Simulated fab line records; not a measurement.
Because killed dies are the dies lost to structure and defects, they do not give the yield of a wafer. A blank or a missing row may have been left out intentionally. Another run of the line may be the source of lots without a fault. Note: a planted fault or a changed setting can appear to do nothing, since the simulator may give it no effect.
fab line records	flow nand_harc
record: lots: 24	wafers: 72	last_day: 33
route steps=1302 shown A_CONTACT@997
lots that met no fault: from a run of the same line without faults
start_h: start of the lot's first displayed wafer, in hours after the record's first day	wait_h: hours from the lot's prior step to this one	" identical to the entry in the row above	L1.1+2: a single row standing in for several wafers	- no value present, or no start provided	* or withheld: withheld	< > ~ a bound
route shown NAME@n: a module of which the file shows steps, and the number in the route of the first	usual: mean and standard deviation over wafers with no fault	same: alike in all rows	chamber/n: place in a boat	sites: the reading at each site	_std_site: how widely they spread, as a standard deviation	_edge_site: mean of outer sites minus mean of inner sites	radius_mm: how far each site lies from the wafer's centre	mask NAME#n: copy n	behind: tool/chamber where the wafer was last shaped	hold: the reason the lot was held/the length of the hold in hours/how it ended	device: names the non-switching transistor (n, p or np)	end of line: the route-end tests of the same wafers	a step with no rows: only its recipe	killed: dies that structure and defects cost at the first sort, which is not the same as the wafer's yield	map: a wafer's dies, x killed, . not, _ none there
set.NAME: the setting that was run; set.NAME@STEP: the one run at that earlier step	model.NAME: the simulator's own value behind a step, which no gauge read
route steps across a sampled set of lots; one table per step, one row per wafer
services: the hour from which a tool's chamber was out of use, counted from the record's first day as start_h (under 0 if before that day), plus the number of hours and why
== steps ==
step: NHARC_A_CONTACT_CD_MEAS_42
recipe: target_cd_nm: 300	landing_energy_ev: 500
usual: cd_nm: 300.1/0.46
same: landing_energy_ev: 500
lot.wafer	tool	chamber	start_h	wait_h	cd_nm
L074.1	cd_sem-01	0	494.34	-	300.3
L074.2	"	0	"	"	300.2
L074.6	"	0	"	"	300.3
L075.1	cd_sem-01	0	495.36	-	300.7
L075.3	"	0	"	"	300.9
L075.6	"	0	"	"	300.5
L077.1	cd_sem-03	0	515.39	-	300.5
L077.5	"	0	"	"	300.6
L077.6	"	0	"	"	300.4
L076.2	cd_sem-02	0	517.46	-	300.0
L076.3	"	0	"	"	300.2
L076.4	"	0	"	"	300.4
L078.4	cd_sem-02	0	523.81	-	299.6
L078.5	"	0	"	"	300.3
L078.6	"	0	"	"	300.3
L079.2	cd_sem-03	0	531.08	-	300.0
L079.5	"	0	"	"	300.2
L079.6	"	0	"	"	300.0
L080.1	cd_sem-02	0	550.26	-	298.9
L080.4	"	0	"	"	299.8
L080.6	"	0	"	"	299.9
L081.1	cd_sem-03	0	550.43	-	300.0
L081.3	"	0	"	"	301.0
L081.6	"	0	"	"	300.5
L082.1	cd_sem-03	0	567.24	-	299.8
L082.2	"	0	"	"	300.7
L082.4	"	0	"	"	300.1
L083.1	cd_sem-02	0	579.72	-	299.5
L083.5	"	0	"	"	300.1
L083.6	"	0	"	"	299.5
L084.2	cd_sem-02	0	597.30	-	300.5
L084.3	"	0	"	"	300.3
L084.5	"	0	"	"	300.0
L085.2	cd_sem-01	0	602.69	-	299.5
L085.4	"	0	"	"	299.2
L085.5	"	0	"	"	299.2
L086.1	cd_sem-01	0	602.99	-	299.5
L086.2	"	0	"	"	300.1
L086.3	"	0	"	"	299.4
L087.4	cd_sem-03	0	617.36	-	300.3
L087.5	"	0	"	"	300.0
L087.6	"	0	"	"	300.8
L089.3	cd_sem-01	0	629.90	-	300.2
L089.5	"	0	"	"	299.5
L089.6	"	0	"	"	300.1
L088.1	cd_sem-02	0	639.44	-	300.2
L088.3	"	0	"	"	300.2
L088.4	"	0	"	"	299.6
L091.1	cd_sem-03	0	651.87	-	299.3
L091.2	"	0	"	"	299.3
L091.5	"	0	"	"	299.5
L090.1	cd_sem-02	0	662.09	-	300.3
L090.3	"	0	"	"	300.2
L090.5	"	0	"	"	300.2
L092.1	cd_sem-03	0	672.83	-	301.0
L092.2	"	0	"	"	300.7
L092.4	"	0	"	"	300.6
L095.1	cd_sem-03	0	686.38	-	300.8
L095.2	"	0	"	"	300.7
L095.5	"	0	"	"	300.2
L093.1	cd_sem-01	0	692.60	-	299.8
L093.5	"	0	"	"	299.4
L093.6	"	0	"	"	299.6
L094.1	cd_sem-02	0	693.10	-	300.0
L094.4	"	0	"	"	300.1
L094.6	"	0	"	"	300.2
L096.1	cd_sem-02	0	698.86	-	299.7
L096.3	"	0	"	"	300.0
L096.6	"	0	"	"	299.7
L097.1	cd_sem-02	0	719.13	-	298.8
L097.2	"	0	"	"	299.6
L097.4	"	0	"	"	299.4
step: NHARC_A_CONTACT_INSPECT_44
usual: raw_defect_count: 80/38
lot.wafer	tool	chamber	start_h	wait_h	raw_defect_count
L074.1	defect_inspect-02	-	494.47	0.0	21
L074.2	"	-	"	"	11
L074.6	"	-	"	"	21
L075.1	defect_inspect-02	-	495.49	0.0	133
L075.3	"	-	"	"	167
L075.6	"	-	"	"	145
L077.1	defect_inspect-01	-	515.51	0.0	110
L077.5	"	-	"	"	114
L077.6	"	-	"	"	105
L076.2	defect_inspect-02	-	517.59	0.0	75
L076.3	"	-	"	"	73
L076.4	"	-	"	"	70
L078.4	defect_inspect-01	-	523.94	0.1	65
L078.5	"	-	"	"	68
L078.6	"	-	"	"	62
L079.2	defect_inspect-02	-	531.20	0.0	124
L079.5	"	-	"	"	126
L079.6	"	-	"	"	135
L080.1	defect_inspect-02	-	550.38	0.0	54
L080.4	"	-	"	"	61
L080.6	"	-	"	"	68
L081.1	defect_inspect-01	-	550.56	0.0	86
L081.3	"	-	"	"	62
L081.6	"	-	"	"	68
L082.1	defect_inspect-02	-	567.37	0.0	28
L082.2	"	-	"	"	33
L082.4	"	-	"	"	18
L083.1	defect_inspect-02	-	579.85	0.0	132
L083.5	"	-	"	"	125
L083.6	"	-	"	"	141
L084.2	defect_inspect-02	-	597.43	0.0	73
L084.3	"	-	"	"	56
L084.5	"	-	"	"	61
L085.2	defect_inspect-02	-	602.81	0.0	102
L085.4	"	-	"	"	114
L085.5	"	-	"	"	123
L086.1	defect_inspect-01	-	603.12	0.0	29
L086.2	"	-	"	"	32
L086.3	"	-	"	"	43
L087.4	defect_inspect-01	-	617.48	0.0	80
L087.5	"	-	"	"	90
L087.6	"	-	"	"	69
L089.3	defect_inspect-02	-	630.02	0.0	65
L089.5	"	-	"	"	105
L089.6	"	-	"	"	94
L088.1	defect_inspect-01	-	639.57	0.0	151
L088.3	"	-	"	"	140
L088.4	"	-	"	"	159
L091.1	defect_inspect-01	-	651.99	0.0	73
L091.2	"	-	"	"	78
L091.5	"	-	"	"	88
L090.1	defect_inspect-02	-	662.22	0.0	93
L090.3	"	-	"	"	108
L090.5	"	-	"	"	110
L092.1	defect_inspect-02	-	672.95	0.0	61
L092.2	"	-	"	"	66
L092.4	"	-	"	"	67
L095.1	defect_inspect-02	-	686.51	0.0	32
L095.2	"	-	"	"	35
L095.5	"	-	"	"	30
L093.1	defect_inspect-02	-	692.73	0.0	73
L093.5	"	-	"	"	93
L093.6	"	-	"	"	61
L094.1	defect_inspect-01	-	693.23	0.0	98
L094.4	"	-	"	"	106
L094.6	"	-	"	"	89
L096.1	defect_inspect-01	-	698.99	0.0	67
L096.3	"	-	"	"	88
L096.6	"	-	"	"	72
L097.1	defect_inspect-01	-	719.26	0.0	26
L097.2	"	-	"	"	22
L097.4	"	-	"	"	17
step: NHARC_A_CONTACT_ETCH_115
recipe: source_w: withheld	pressure_mtorr: 20	bias_v: 3000	time_s: 190	target_depth_a: 18500	ar_flow_sccm: withheld	c4f8_flow_sccm: withheld	o2_flow_sccm: withheld	chemistry: C4F8/O2/Ar
lot.wafer	tool	chamber	start_h	wait_h	rf_hours_counter_h
L074.2	har_cap_etch-03	1	497.41	0.1	40
L074.1	"	0	"	"	40
L074.6	"	0	"	"	-
L075.1	har_cap_etch-02	1	499.18	0.1	84
L075.3	"	1	"	"	-
L075.6	"	1	"	"	-
L077.1	har_cap_etch-03	1	518.46	0.1	44
L077.5	"	1	"	"	-
L077.6	"	0	"	"	-
L076.2	har_cap_etch-01	0	520.21	0.1	2
L076.3	"	1	"	"	-
L076.4	"	0	"	"	-
L078.4	har_cap_etch-02	1	526.60	0.1	-
L078.6	"	0	"	"	-
L078.5	"	1	"	"	-
L079.2	har_cap_etch-02	1	533.87	0.1	92
L079.5	"	0	"	"	-
L079.6	"	1	"	"	-
L080.1	har_cap_etch-02	1	552.97	0.1	95
L080.4	"	1	"	"	-
L080.6	"	0	"	"	-
L081.1	har_cap_etch-01	0	553.18	0.1	9
L081.3	"	0	"	"	-
L081.6	"	1	"	"	-
L082.1	har_cap_etch-01	0	569.95	0.1	11
L082.2	"	1	"	"	11
L082.4	"	0	"	"	-
L083.1	har_cap_etch-03	0	582.43	0.1	56
L083.6	"	0	"	"	-
L083.5	"	1	"	"	-
L084.2	har_cap_etch-03	1	600.03	0.1	58
L084.3	"	0	"	"	-
L084.5	"	1	"	"	-
L085.2	har_cap_etch-01	1	605.44	0.1	17
L085.4	"	0	"	"	-
L085.5	"	0	"	"	-
L086.1	har_cap_etch-02	1	605.71	0.1	103
L086.2	"	0	"	"	103
L086.3	"	1	"	"	-
L087.4	har_cap_etch-03	1	620.28	0.1	-
L087.6	"	1	"	"	-
L087.5	"	0	"	"	-
L089.3	har_cap_etch-02	1	633.26	0.1	-
L089.5	"	0	"	"	-
L089.6	"	1	"	"	-
L088.1	har_cap_etch-01	0	642.32	0.1	24
L088.3	"	1	"	"	-
L088.4	"	0	"	"	-
L091.2	har_cap_etch-03	0	654.60	0.1	67
L091.1	"	1	"	"	67
L091.5	"	0	"	"	-
L090.1	har_cap_etch-02	0	665.39	0.1	114
L090.3	"	0	"	"	-
L090.5	"	0	"	"	-
L092.2	har_cap_etch-01	1	675.56	0.1	29
L092.1	"	0	"	"	29
L092.4	"	1	"	"	-
L095.1	har_cap_etch-03	0	689.14	0.1	73
L095.2	"	1	"	"	73
L095.5	"	1	"	"	-
L094.1	har_cap_etch-03	1	695.81	0.1	75
L094.4	"	1	"	"	-
L094.6	"	0	"	"	-
L093.1	har_cap_etch-01	1	696.06	0.1	33
L093.6	"	1	"	"	-
L093.5	"	0	"	"	-
L096.1	har_cap_etch-01	0	701.77	0.1	35
L096.3	"	1	"	"	-
L096.6	"	0	"	"	-
L097.2	har_cap_etch-02	0	722.06	0.1	125
L097.1	"	1	"	"	125
L097.4	"	0	"	"	-
step: NHARC_A_CONTACT_ETCH_117
recipe: source_w: withheld	pressure_mtorr: 20	bias_v: 3000	time_s: 190	target_depth_a: 18500	ar_flow_sccm: withheld	c4f8_flow_sccm: withheld	o2_flow_sccm: withheld	chemistry: C4F8/O2/Ar
lot.wafer	tool	chamber	start_h	wait_h	rf_hours_counter_h
L074.2	har_cap_etch-03	1	497.76	0.1	40
L074.1	"	0	"	"	40
L074.6	"	0	"	"	-
L075.1	har_cap_etch-02	1	499.52	0.1	84
L075.3	"	1	"	"	-
L075.6	"	1	"	"	-
L077.1	har_cap_etch-03	1	518.80	0.1	44
L077.5	"	1	"	"	-
L077.6	"	0	"	"	-
L076.2	har_cap_etch-01	0	520.55	0.1	2
L076.3	"	1	"	"	-
L076.4	"	0	"	"	-
L078.4	har_cap_etch-02	1	526.95	0.1	-
L078.6	"	0	"	"	-
L078.5	"	1	"	"	-
L079.2	har_cap_etch-02	1	534.21	0.1	92
L079.5	"	0	"	"	-
L079.6	"	1	"	"	-
L080.1	har_cap_etch-02	1	553.31	0.1	96
L080.4	"	1	"	"	-
L080.6	"	0	"	"	-
L081.1	har_cap_etch-01	0	553.52	0.1	9
L081.3	"	0	"	"	-
L081.6	"	1	"	"	-
L082.1	har_cap_etch-01	0	570.29	0.1	11
L082.2	"	1	"	"	11
L082.4	"	0	"	"	-
L083.1	har_cap_etch-03	0	582.78	0.1	56
L083.6	"	0	"	"	-
L083.5	"	1	"	"	-
L084.2	har_cap_etch-03	1	600.37	0.1	59
L084.3	"	0	"	"	-
L084.5	"	1	"	"	-
L085.2	har_cap_etch-01	1	605.78	0.1	17
L085.4	"	0	"	"	-
L085.5	"	0	"	"	-
L086.1	har_cap_etch-02	1	606.05	0.1	104
L086.2	"	0	"	"	104
L086.3	"	1	"	"	-
L087.4	har_cap_etch-03	1	620.62	0.1	-
L087.6	"	1	"	"	-
L087.5	"	0	"	"	-
L089.3	har_cap_etch-02	1	633.60	0.1	-
L089.5	"	0	"	"	-
L089.6	"	1	"	"	-
L088.1	har_cap_etch-01	0	642.66	0.1	24
L088.3	"	1	"	"	-
L088.4	"	0	"	"	-
L091.2	har_cap_etch-03	0	654.94	0.1	68
L091.1	"	1	"	"	68
L091.5	"	0	"	"	-
L090.1	har_cap_etch-02	0	665.73	0.1	115
L090.3	"	0	"	"	-
L090.5	"	0	"	"	-
L092.2	har_cap_etch-01	1	675.90	0.1	30
L092.1	"	0	"	"	30
L092.4	"	1	"	"	-
L095.1	har_cap_etch-03	0	689.48	0.1	73
L095.2	"	1	"	"	73
L095.5	"	1	"	"	-
L094.1	har_cap_etch-03	1	696.15	0.1	76
L094.4	"	1	"	"	-
L094.6	"	0	"	"	-
L093.1	har_cap_etch-01	1	696.41	0.1	33
L093.6	"	1	"	"	-
L093.5	"	0	"	"	-
L096.1	har_cap_etch-01	0	702.11	0.1	36
L096.3	"	1	"	"	-
L096.6	"	0	"	"	-
L097.2	har_cap_etch-02	0	722.41	0.1	125
L097.1	"	1	"	"	125
L097.4	"	0	"	"	-
step: NHARC_A_CONTACT_ETCH_90
recipe: target_depth_a: 400	over_etch_frac: 0.5	time_s: 85.7	ion_energy_ev: 120	ch3f_flow_sccm: 50	o2_flow_sccm: 30	ar_flow_sccm: 200	rf_w: 500	bias_w: 100	chemistry: CH3F/O2
usual: drypump_motor_current_A: 5.9/0.36	oes_product_au: 0.96/0.036	rf_vpp_V: 244.3/1.8	showerhead_plenum_p_Torr: 2.46/0.11	throttle_valve_pct: 20.663/0.0087
same: over_etch_frac: 0.5
lot.wafer	tool	chamber	start_h	wait_h	drypump_motor_current_A	oes_product_au	rf_hours_counter_h	rf_vpp_V	showerhead_plenum_p_Torr	throttle_valve_pct
L074.2	rie_diel-01	0	499.78	0.9	5.5	0.93	35	244.9	2.49	20.667
L074.1	"	1	"	"	6.1	0.92	36	244.8	2.60	20.677
L074.6	"	3	"	"	5.8	0.93	-	243.8	2.49	20.664
L075.1	rie_diel-03	2	501.50	0.8	6.0	0.92	8	242.6	2.30	20.664
L075.3	"	3	"	"	6.2	0.92	7	247.1	2.58	20.656
L075.6	"	2	"	"	6.0	0.92	-	242.4	2.30	20.659
L077.1	rie_diel-01	1	520.80	0.9	6.1	0.92	44	248.2	2.60	20.647
L077.5	"	1	"	"	6.1	0.94	-	246.7	2.60	20.672
L077.6	"	2	"	"	5.5	0.93	-	242.4	2.46	20.654
L076.4	rie_diel-01	2	522.52	0.6	5.5	0.94	47	244.0	2.46	20.650
L076.3	"	3	"	"	5.9	0.93	44	243.9	2.49	20.672
L076.2	"	0	"	"	5.5	0.93	41	244.5	2.49	20.661
L078.4	rie_diel-03	2	528.91	0.7	6.0	0.93	13	242.3	2.30	20.663
L078.6	"	3	"	"	6.2	0.94	-	246.1	2.58	20.653
L078.5	"	0	"	"	5.7	0.92	-	243.0	2.31	20.659
L079.2	rie_diel-01	0	536.19	0.8	5.5	0.94	45	244.3	2.48	20.678
L079.5	"	0	"	"	5.5	0.93	-	244.3	2.49	20.667
L079.6	"	1	"	"	6.1	0.93	-	246.4	2.60	20.655
L080.4	rie_diel-03	1	555.30	0.7	6.4	0.94	14	247.3	2.59	20.670
L080.1	"	0	"	"	5.8	0.92	18	243.6	2.31	20.655
L080.6	"	1	"	"	6.4	0.93	-	245.1	2.59	20.666
L081.3	rie_diel-03	3	555.51	0.7	6.2	1.00	19	244.6	2.58	20.657
L081.1	"	0	"	"	5.7	1.00	18	243.6	2.31	20.673
L081.6	"	2	"	"	6.0	0.99	-	243.7	2.29	20.670
L082.4	rie_diel-10	0	572.30	0.7	5.0	0.93	48	243.2	2.46	20.654
L082.2	"	1	"	"	6.4	0.92	50	245.3	2.49	20.666
L082.1	"	2	"	"	5.8	0.93	51	244.6	2.57	20.661
L083.1	rie_diel-03	3	584.78	0.9	6.2	0.99	24	244.7	2.58	20.678
L083.6	"	3	"	"	6.1	0.99	-	245.5	2.58	20.673
L083.5	"	0	"	"	5.7	0.99	-	241.7	2.30	20.660
L084.2	rie_diel-01	0	602.37	0.9	5.5	1.00	12	243.9	2.48	20.661
L084.3	"	2	"	"	5.5	1.00	13	243.8	2.45	20.666
L084.5	"	1	"	"	6.1	1.00	-	246.4	2.59	20.666
L085.2	rie_diel-03	1	607.75	0.8	6.3	1.01	24	246.2	2.59	20.659
L085.4	"	2	"	"	6.0	0.99	27	241.1	2.29	20.657
L085.5	"	1	"	"	6.3	1.00	-	247.1	2.59	20.667
L086.3	rie_diel-01	3	608.05	0.7	5.8	1.01	14	245.3	2.48	20.660
L086.2	"	0	"	"	5.4	1.00	13	244.4	2.48	20.665
L086.1	"	1	"	"	6.1	1.00	14	247.7	2.59	20.671
L087.4	rie_diel-10	1	622.56	0.7	6.4	1.00	3	245.6	2.49	20.668
L087.5	"	1	"	"	6.4	1.00	-	245.1	2.49	20.675
L087.6	"	2	"	"	5.8	1.01	-	246.2	2.57	20.647
L089.3	rie_diel-01	3	635.57	0.7	5.9	1.01	27	243.5	2.47	20.675
L089.5	"	0	"	"	5.4	0.99	-	244.7	2.47	20.642
L089.6	"	1	"	"	6.1	1.00	-	246.2	2.58	20.652
L088.4	rie_diel-10	1	644.64	0.6	6.4	1.01	14	243.7	2.49	20.656
L088.3	"	2	"	"	5.8	1.00	12	245.8	2.56	20.664
L088.1	"	3	"	"	5.8	1.00	14	242.6	2.35	20.654
L091.1	rie_diel-03	0	656.95	0.8	5.7	0.92	1	241.1	2.30	20.665
L091.2	"	2	"	"	6.0	0.93	1	241.9	2.29	20.665
L091.5	"	3	"	"	6.2	0.93	-	247.2	2.57	20.666
L090.3	rie_diel-03	1	667.73	0.7	6.4	1.01	3	246.7	2.58	20.670
L090.1	"	3	"	"	6.1	1.00	3	245.9	2.57	20.663
L090.5	"	2	"	"	5.9	1.01	-	241.1	2.29	20.654
L092.2	rie_diel-03	2	677.89	0.9	6.0	1.00	5	242.5	2.29	20.669
L092.1	"	3	"	"	6.2	1.00	5	245.6	2.57	20.663
L092.4	"	1	"	"	6.4	1.00	5	245.5	2.58	20.658
L095.2	rie_diel-03	2	691.48	0.8	6.0	0.93	7	241.2	2.29	20.665
L095.1	"	1	"	"	6.4	0.92	7	244.6	2.58	20.663
L095.5	"	0	"	"	5.7	0.92	-	242.7	2.30	20.663
L094.1	rie_diel-10	0	698.19	0.9	5.0	0.92	31	245.5	2.45	20.660
L094.4	"	1	"	"	6.4	0.93	28	244.9	2.48	20.658
L094.6	"	2	"	"	5.8	0.93	-	246.2	2.56	20.663
L093.1	rie_diel-10	1	698.42	0.9	6.4	0.94	28	244.7	2.48	20.649
L093.6	"	0	"	"	5.0	0.93	-	243.5	2.45	20.651
L093.5	"	1	"	"	6.4	0.92	-	245.1	2.48	20.676
L096.1	rie_diel-03	2	704.09	0.8	6.0	1.00	10	240.8	2.28	20.663
L096.3	"	3	"	"	6.2	1.00	6	246.5	2.57	20.668
L096.6	"	2	"	"	6.0	1.01	-	242.0	2.28	20.664
L097.1	rie_diel-10	0	724.40	0.8	5.1	0.93	38	245.3	2.44	20.666
L097.2	"	1	"	"	6.4	0.93	36	243.3	2.48	20.666
L097.4	"	2	"	"	5.8	1.00	29	245.1	2.55	20.663
step: NHARC_A_CONTACT_ETCH_76
recipe: target_depth_a: 2600	over_etch_frac: 0.3	time_s: 475.3	ion_energy_ev: 200	n2_flow_sccm: 150	h2_flow_sccm: 150	ar_flow_sccm: 0	rf_w: 400	bias_w: 150	chemistry: N2/H2
usual: drypump_motor_current_A: 6.0/0.36	oes_product_au: 1.000/0.0068	rf_vpp_V: 430/3.1	showerhead_plenum_p_Torr: 2.03/0.11	throttle_valve_pct: 14.171/0.009
same: over_etch_frac: 0.3
lot.wafer	tool	chamber	start_h	wait_h	drypump_motor_current_A	oes_product_au	rf_hours_counter_h	rf_vpp_V	showerhead_plenum_p_Torr	throttle_valve_pct
L074.1	rie_diel-03	3	-	-	6.2	1.005	8	434	2.15	14.175
L074.2	"	1	"	"	6.4	0.997	6	434	2.16	14.171
L074.6	"	3	"	"	6.2	0.986	-	434	2.15	14.157
L075.1	rie_diel-10	0	-	-	5.1	1.010	22	430	2.05	14.178
L075.3	"	2	"	"	5.8	1.006	26	433	2.15	14.167
L075.6	"	3	"	"	5.9	1.001	-	429	1.96	14.159
L077.1	rie_diel-03	3	-	-	6.1	0.997	12	433	2.15	14.181
L077.6	"	1	"	"	6.4	1.002	-	435	2.16	14.160
L077.5	"	2	"	"	6.0	0.997	-	426	1.90	14.159
L076.3	rie_diel-10	2	-	-	5.8	1.001	34	433	2.14	14.184
L076.2	"	0	"	"	5.0	1.008	29	430	2.05	14.168
L076.4	"	1	"	"	6.4	1.007	33	432	2.08	14.171
L078.4	rie_diel-03	2	-	-	6.0	0.995	14	426	1.90	14.155
L078.6	"	1	"	"	6.4	0.994	-	433	2.16	14.160
L078.5	"	2	"	"	6.0	0.990	-	426	1.90	14.172
L079.2	rie_diel-03	1	-	-	6.3	1.004	12	432	2.16	14.172
L079.5	"	3	"	"	6.2	0.998	-	434	2.15	14.165
L079.6	"	0	"	"	5.7	0.999	-	426	1.91	14.176
L080.4	rie_diel-03	3	-	-	6.2	1.005	20	434	2.15	14.150
L080.1	"	0	"	"	5.7	0.995	18	425	1.90	14.171
L080.6	"	1	"	"	6.4	1.003	-	434	2.16	14.160
L081.3	rie_diel-03	2	-	-	6.0	0.998	19	427	1.89	14.158
L081.1	"	3	"	"	6.2	0.996	20	434	2.15	14.166
L081.6	"	1	"	"	6.4	1.001	-	434	2.16	14.184
L082.2	rie_diel-03	0	-	-	5.7	1.007	22	428	1.90	14.179
L082.4	"	2	"	"	6.0	1.000	23	426	1.89	14.177
L082.1	"	3	"	"	6.2	1.000	23	432	2.14	14.180
L083.1	rie_diel-03	2	-	-	6.0	0.998	25	426	1.89	14.160
L083.6	"	3	"	"	6.1	0.990	-	433	2.14	14.187
L083.5	"	0	"	"	5.7	0.998	-	427	1.90	14.179
L084.2	rie_diel-10	1	-	-	6.4	0.999	0	431	2.07	14.185
L084.3	"	0	"	"	5.0	1.007	0	432	2.04	14.155
L084.5	"	2	"	"	5.8	1.004	-	433	2.14	14.175
L085.4	rie_diel-03	1	-	-	6.4	1.018	25	435	2.15	14.167
L085.2	"	2	"	"	6.0	1.005	27	427	1.89	14.163
L085.5	"	0	"	"	5.7	1.002	-	427	1.90	14.165
L086.3	rie_diel-10	1	-	-	6.4	0.996	2	431	2.07	14.189
L086.2	"	2	"	"	5.8	1.001	2	434	2.13	14.161
L086.1	"	3	"	"	5.9	1.004	2	430	1.95	14.179
L087.4	rie_diel-03	2	-	-	6.0	0.999	31	426	1.89	14.178
L087.5	"	0	"	"	5.7	1.002	-	425	1.90	14.174
L087.6	"	1	"	"	6.4	1.011	-	435	2.15	14.180
L089.3	rie_diel-10	1	-	-	6.4	1.004	13	431	2.06	14.173
L089.6	"	1	"	"	6.4	1.005	-	431	2.06	14.170
L089.5	"	2	"	"	5.8	1.005	-	433	2.13	14.164
L088.1	rie_diel-01	0	-	-	5.5	0.990	32	431	2.05	14.165
L088.4	"	1	"	"	6.1	0.999	28	433	2.15	14.171
L088.3	"	3	"	"	5.9	1.006	32	431	2.05	14.184
L091.2	rie_diel-03	0	-	-	5.7	1.004	2	427	1.90	14.184
L091.1	"	2	"	"	6.0	1.006	2	427	1.89	14.180
L091.5	"	0	"	"	5.7	0.997	-	426	1.90	14.179
L090.1	rie_diel-03	2	-	-	6.0	1.005	4	426	1.89	14.171
L090.3	"	3	"	"	6.1	1.001	4	433	2.14	14.159
L090.5	"	0	"	"	5.7	1.002	-	428	1.90	14.178
L092.1	rie_diel-03	0	-	-	5.7	0.987	6	428	1.90	14.169
L092.2	"	2	"	"	6.0	0.998	6	426	1.89	14.168
L092.4	"	3	"	"	6.2	1.003	6	433	2.14	14.172
L095.2	rie_diel-03	0	-	-	5.7	1.003	9	427	1.90	14.172
L095.1	"	2	"	"	6.0	1.009	8	425	1.89	14.163
L095.5	"	0	"	"	5.7	0.995	-	426	1.90	14.159
L094.4	rie_diel-01	1	-	-	6.2	0.997	42	433	2.14	14.178
L094.1	"	0	"	"	5.5	0.990	47	432	2.04	14.162
L094.6	"	1	"	"	6.1	1.005	-	433	2.14	14.168
L093.1	rie_diel-10	3	-	-	5.9	0.994	31	427	1.94	14.165
L093.6	"	0	"	"	5.0	1.003	-	430	2.03	14.166
L093.5	"	1	"	"	6.4	1.011	-	431	2.06	14.170
L096.3	rie_diel-03	0	-	-	5.7	0.999	11	426	1.90	14.158
L096.1	"	1	"	"	6.4	1.000	10	435	2.15	14.169
L096.6	"	0	"	"	5.7	1.007	-	427	1.90	14.156
L097.1	rie_diel-01	1	-	-	6.1	0.994	54	435	2.14	14.166
L097.2	"	0	"	"	5.5	0.995	61	430	2.04	14.172
L097.4	"	0	"	"	5.5	0.990	-	430	2.04	14.154
== services ==
tool	chamber	start_h	hours	kind
rie_diel-03	0	491.86	-	clean
rie_diel-03	1	491.86	-	clean
rie_diel-03	2	491.86	-	clean
rie_diel-03	3	491.86	-	clean
rie_diel-03	1	493.69	3.4	repair
har_cap_etch-02	-	496.86	0.3	repair
har_cap_etch-01	-	497.00	17.0	pm
rie_diel-03	0	516.46	-	clean
rie_diel-03	1	516.46	-	clean
rie_diel-03	2	516.46	-	clean
rie_diel-03	3	516.46	-	clean
rie_diel-03	0	540.96	-	clean
rie_diel-03	1	540.96	-	clean
rie_diel-03	2	540.96	-	clean
rie_diel-01	-	558.64	9.0	pm
rie_diel-10	-	596.66	9.0	pm
rie_diel-03	-	598.97	1.0	repair
rie_diel-03	-	635.36	9.0	pm
rie_diel-03	-	654.68	0.5	repair
rie_diel-10	2	656.88	17.1	repair
rie_diel-01	3	663.68	8.8	repair
rie_diel-10	-	709.26	1.2	repair
rie_diel-10	0	714.82	4.4	repair
rie_diel-01	3	728.08	4.5	repair
== key ==
fault none
